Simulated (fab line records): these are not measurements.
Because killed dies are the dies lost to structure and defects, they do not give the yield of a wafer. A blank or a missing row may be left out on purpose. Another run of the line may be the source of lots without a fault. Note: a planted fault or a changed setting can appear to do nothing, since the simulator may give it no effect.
Problem report in the 8D (eight disciplines) form, filled by code ; flow nand-harc ; the parts of the form that need people (team, actions taken, sign-off) are left out

1. WHAT IS WRONG
Wafers without a fault read 587.9 W, standard deviation 2.8; rf-fwd-power-W at NHARC_A_CHANNEL_FILL_D1_ETCHBACK_20 reads a mean of 826.4 W on 6 wafers belonging to 2 lots. That is +85 standard deviations from the usual mean.
The step: etches the open film in C4F8/O2/Ar, target depth 27 nm, time 13.5 s.
First seen on wafer L733.1, day 14 15:18, on rie-diel-01. The record holds 36 wafers of 12 lots with a number at this step. Rule for "out" (also "out of limits"): further than 4 standard deviations from the usual mean. The other wafers with a number count as sound.

2. WHAT IT IS; WHAT IT IS NOT
question;is;is not
which readings at this step;rf-fwd-power-W, oes-product-au;rf-vpp-V
which lots;L733, L734;L722, L723, L725, L727, L728, L732, L741, L742, L743, L744
which wafers of those lots;all that have a number;-
read on which tools;rie-diel-01;rie-diel-05
when;from day 14 15:18;"up to then (18 sound wafers); but 12 sound wafers of L741, L742, L743, L744 came after"

3. THE SUSPECTS, EACH WITH WHAT RULES IT OUT
Counting: any tool at a process step up to the reading is kept as a suspect provided that every lot that is out went through it and no sound lot did after the first of them.
- rie-diel-01 at NHARC_A_CHANNEL_FILL_D1_ETCHBACK_20 (etches the open film in C4F8/O2/Ar, target depth 27 nm, time 13.5 s): ruled out as a lasting fault. After its first lot that is out, L733 (day 14 15:18), sound lots L744 ran on it.
Left after counting: nothing in the record.

4. THE CAUSE (what the simulator had put in)
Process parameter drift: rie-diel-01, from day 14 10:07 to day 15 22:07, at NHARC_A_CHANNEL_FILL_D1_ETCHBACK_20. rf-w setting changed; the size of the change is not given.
Counting ruled it out, wrongly.

5. THE CHAIN OF EFFECTS, in route order
One row per reading whose mean, taken over the struck wafers that have a number, lies over 3 standard deviations from the usual. Only readings whose record carries a usual standard deviation are examined. hours: median over the lots of the time between each lot's start at the first step of this table that gives one and its start at this step. sigmas: the change, counted in usual standard deviations.
hours;step;reading;usual;on struck wafers;change;sigmas
0;NHARC_A_CHANNEL_FILL_D1_ETCHBACK_20;oes-product-au;0.98 a.u.;1.25;+0.27;+7.5
0;NHARC_A_CHANNEL_FILL_D1_ETCHBACK_20;rf-fwd-power-W;587.9 W;826.4;+238.5;+85
Process steps it contains:
- NHARC_A_CHANNEL_FILL_D1_ETCHBACK_20: etches the open film in C4F8/O2/Ar, target depth 27 nm, time 13.5 s.
At these later measuring or inspecting steps, every struck wafer for which the step has a row has a number for every such reading, and none has moved that far: NHARC_END_SORT_01.

6. HOW IT WOULD HAVE BEEN CAUGHT EARLIER
In this record the first reading out of limits was taken at day 14 15:18, 5 hours after the fault began at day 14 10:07.
